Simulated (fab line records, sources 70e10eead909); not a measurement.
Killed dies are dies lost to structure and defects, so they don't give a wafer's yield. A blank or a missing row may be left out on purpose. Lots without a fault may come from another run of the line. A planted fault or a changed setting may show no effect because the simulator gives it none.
Chamber matching | flow nand_harc | NHARC_A_WL_FILL_ALD_02 on ald_metal-01: 4 sister chambers
The step deposits TiN, target thk 2 nm, pulse time 3 s, ald cycles 100. 20 wafers are shown with their chamber, then 10 later ones without.

WAFERS WITH THEIR CHAMBER
wafer  | chamber | heater_power_w (W) | precursor_pulse_height_rel
L075.3 | 0       | 1111               | 0.987
L075.4 | 1       | 1094               | 1.014
L075.6 | 3       | 1128               | 0.999
L077.1 | 1       | 1059               | 0.993
L077.2 | 2       | 985                | 1.001
L077.5 | 0       | 1131               | 0.960
L081.1 | 2       | 977                | 1.005
L081.3 | 1       | 1084               | 1.017
L081.5 | 1       | 1037               | 0.984
L084.1 | 0       | 1069               | 1.010
L084.3 | 3       | 1028               | 1.030
L084.4 | 2       | 905                | 1.028
L085.2 | 1       | 992                | 0.992
L085.3 | 2       | 923                | 1.018
L085.4 | 0       | 1099               | 0.961
L085.1 | 0       | 1095               | 0.965
L085.5 | 2       | 914                | 0.981
L085.6 | 1       | 1010               | 1.015
L090.1 | 1       | 1029               | 0.982
L090.4 | 0       | 1122               | 1.023

SIGNATURES (means of the wafers above)
reading                    | chamber 0 | chamber 1 | chamber 2 | chamber 3 | scatter within a chamber
heater_power_w             | 1104.50   | 1043.57   | 940.80    | 1078.00   | 36.6
precursor_pulse_height_rel | 0.98433   | 0.99957   | 1.00660   | 1.01450   | 0.0207
Rule: a wafer's distance from a chamber is the root of the sum, over the readings, of the square of ((its reading less the chamber's mean) divided by the reading's scatter). The wafer belongs to the nearest chamber; if the next one is less than 2 further off, it can't be placed. The scatter: the root of (the sum of the squares of (reading less its chamber's mean) over the shown wafers, divided by (wafers less chambers)).

WAFERS WITHOUT THEIR CHAMBER
wafer  | heater_power_w (W) | precursor_pulse_height_rel
L090.5 | 913                | 0.972
L091.2 | 1080               | 1.017
L091.5 | 1049               | 1.007
L091.6 | 927                | 0.965
L092.3 | 1037               | 1.006
L092.5 | 953                | 1.027
L092.6 | 1017               | 0.987
L095.2 | 1118               | 1.015
L095.4 | 1101               | 1.002
L095.5 | 926                | 0.972

WHICH CHAMBER EACH WENT THROUGH
wafer  | from the rows above               | in truth
L090.5 | can't be placed: 2 or 1           | 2
L091.2 | can't be placed: 3 or 1 or 0      | 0
L091.5 | can't be placed: 1 or 3 or 0      | 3
L091.6 | can't be placed: 2 or 1           | 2
L092.3 | can't be placed: 1 or 3 or 0      | 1
L092.5 | can't be placed: 2 or 1           | 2
L092.6 | can't be placed: 1 or 3 or 2 or 0 | 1
L095.2 | can't be placed: 3 or 0 or 1      | 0
L095.4 | can't be placed: 0 or 3 or 1      | 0
L095.5 | can't be placed: 2 or 1           | 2
Placed correctly: 0 of 10. Can't be placed from these rows: 10 (the true chamber is among the candidates in 10). Placed wrongly: 0.
